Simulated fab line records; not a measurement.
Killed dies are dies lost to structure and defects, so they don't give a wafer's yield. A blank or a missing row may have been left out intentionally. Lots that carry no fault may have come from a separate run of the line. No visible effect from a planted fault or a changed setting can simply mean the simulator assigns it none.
Matching of chambers || flow nand harc || 3 sister chambers for NHARC_A_M0_PRE_CLEAN_31 on pecvd-04
The step time 12 s. 6 wafers are shown with their chamber, then 7 later ones without.

## WAFERS WITH THEIR CHAMBER
{"wafer": "L086.1", "chamber": 2, "heater power w (W)": 703}
{"wafer": "L086.4", "chamber": 0, "heater power w (W)": 826}
{"wafer": "L087.4", "chamber": 0, "heater power w (W)": 780}
{"wafer": "L087.5", "chamber": 1, "heater power w (W)": 543}
{"wafer": "L088.2", "chamber": 2, "heater power w (W)": 632}
{"wafer": "L088.4", "chamber": 1, "heater power w (W)": 557}

## WAFERS WHOSE CHAMBER IS MISSING
{"wafer": "L088.5", "heater power w (W)": 842}
{"wafer": "L090.1", "heater power w (W)": 644}
{"wafer": "L090.3", "heater power w (W)": 818}
{"wafer": "L090.5", "heater power w (W)": 840}
{"wafer": "L096.2", "heater power w (W)": 542}
{"wafer": "L096.5", "heater power w (W)": 723}
{"wafer": "L096.6", "heater power w (W)": 552}

## THE CHAMBER EACH PASSED THROUGH
{"wafer": "L088.5", "from the rows above": 0, "in truth": 0}
{"wafer": "L090.1", "from the rows above": 2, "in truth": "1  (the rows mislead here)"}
{"wafer": "L090.3", "from the rows above": 0, "in truth": 0}
{"wafer": "L090.5", "from the rows above": 0, "in truth": 0}
{"wafer": "L096.2", "from the rows above": 1, "in truth": 1}
{"wafer": "L096.5", "from the rows above": "can't be placed: 2 or 0", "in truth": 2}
{"wafer": "L096.6", "from the rows above": 1, "in truth": 1}
Correctly placed: 5 of 7. Cannot be placed on the basis of these rows: 1; the candidates contain the true chamber in 1. Wrongly placed: 1.
How it was worked out, from the rows above alone: a wafer's distance from a chamber is the root of the sum, over the readings, of the square of ((its reading less the chamber's mean) divided by the reading's scatter). The wafer belongs to the nearest chamber; if the next one is less than 2 further off, it can't be placed. Each chamber's mean is taken over the wafers shown for it. The scatter: take each reading less its chamber's mean, square it, sum over the shown wafers, divide by the number of wafers less the number of chambers, and take the root.
